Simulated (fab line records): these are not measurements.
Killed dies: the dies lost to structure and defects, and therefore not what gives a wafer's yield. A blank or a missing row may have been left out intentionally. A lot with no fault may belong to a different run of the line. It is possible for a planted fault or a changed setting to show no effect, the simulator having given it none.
Which of the tools did it?	flow nand-harc	40 wafers sampled from 14 lots at 1 step of a route of 1302

WHAT EACH GAUGE READ, for each wafer
NHARC_A_SLIT_INSPECT_11. Usual: 54 for raw-defect-count, sd 32.
lot	measured	on	raw-defect-count	flag
L990	day 20 09:11	defect-inspect-02	63 49 83	
L992	day 21 04:07	defect-inspect-02	24 23 13	
L993	day 21 05:42	defect-inspect-01	133 110 109	
L994	day 21 05:56	defect-inspect-01	28 29 21	
L996	day 21 16:28	defect-inspect-02	69 70 69	
L998	day 23 13:46	defect-inspect-01	138 119	
L102	day 24 10:11	defect-inspect-02	32 41	
L103	day 25 09:22	defect-inspect-01	23 26 30	
L104	day 25 09:31	defect-inspect-01	71 91 81	
L105	day 26 07:58	defect-inspect-02	26 16 15	
L108	day 26 15:23	defect-inspect-02	58 58 54	
L110	day 28 14:34	defect-inspect-01	74 49 45	
L112	day 28 21:30	defect-inspect-01	6 10 18	
L111	day 29 10:14	defect-inspect-02	31 37 41	

EACH LOT AND THE TOOL THAT RAN IT (in order: tool; ch and the chambers of the sampled wafers; start)
Record: no process step prior to these readings.

AS READ BY THE TOOLS THEMSELVES (means over the sampled wafers that have a number; for cases with no such wafer, the mark the record gives instead)
The record holds no such reading with a usual standard deviation.

THE ANSWER, worked out from the rows above alone
Rule: a lot counts as off when the mean over its wafers that have a number is more than 3 standard deviations away from the usual mean. Also off: a lot with no number at a reading for which 4 or more lots have one. The other lots that the step has rows for count as sound. After the gauges, taken in route order, come the tools' own readings; for these a lot's mean is taken, as printed above. At the first step where some lot is off, the reading lying furthest off is the one used; lots without a number count as furthest.
Nothing can be told from this: no lot is off at any reading shown.

WHAT THE SIMULATOR HAD PUT IN
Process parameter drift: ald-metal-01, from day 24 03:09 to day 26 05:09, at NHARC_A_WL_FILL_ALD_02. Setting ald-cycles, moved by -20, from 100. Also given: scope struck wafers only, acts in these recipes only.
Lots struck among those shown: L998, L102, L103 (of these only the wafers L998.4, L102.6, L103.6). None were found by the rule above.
